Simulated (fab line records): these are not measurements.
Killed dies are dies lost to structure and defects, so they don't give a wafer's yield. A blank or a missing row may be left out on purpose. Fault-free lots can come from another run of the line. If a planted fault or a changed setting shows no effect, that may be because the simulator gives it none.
Which tool did it? ; flow n5_finfet ; 12 lots, 36 wafers sampled, at 1 step of a route of 1938

## WHAT THE GAUGES SHOWED, per wafer
N5_BEOL_M4_CD_MEAS_35: target cd 18 nm, target cd y 22.4 nm.
lot;measured;on;cd_nm (nm)
L075;day 9 12:04;cd_sem-02;17.85 18.04 17.63
L076;day 10 08:37;cd_sem-02;18.12 17.87 17.56
L079;day 11 04:46;cd_sem-01;18.06 18.36 18.16
L081;day 12 21:13;cd_sem-01;18.24 18.14 18.00
L084;day 14 06:25;cd_sem-03;17.76 17.68 17.93
L086;day 14 19:10;cd_sem-03;18.23 18.00 18.16
L090;day 15 10:18;cd_sem-02;17.69 18.09 17.76
L097;day 15 23:15;cd_sem-01;18.28 18.20 17.80
L091;day 16 12:46;cd_sem-03;17.69 18.05 18.04
L094;day 17 00:44;cd_sem-02;18.14 18.01 18.57
L093;day 17 03:29;cd_sem-01;18.13 18.86 18.31
L096;day 17 11:22;cd_sem-03;18.06 17.85 18.12

## WHICH TOOL RAN EACH LOT (tool, then ch and the chambers of the sampled wafers, then the start)
No process step before these readings appears in the record.

## THE ANSWER, worked out from the rows above alone
Rule: usual is defined by the lots themselves. The widest of any qualifying gaps counts: lots, ordered by their means at a reading, are off when they make up no more than a third of the lots, leave a main group of 4 or more, and stand apart from it by 3 or more times the standard deviation of that group's means. A main group whose means are all the same, to the digits that the tables above print for the reading, isn't used. A lot without any number at a reading at which 4 lots or more have one is off too. The other lots that the step has rows for count as sound.
No lot is off at any reading shown: from this, nothing can be told.

## WHAT HAD BEEN PUT IN BY THE SIMULATOR
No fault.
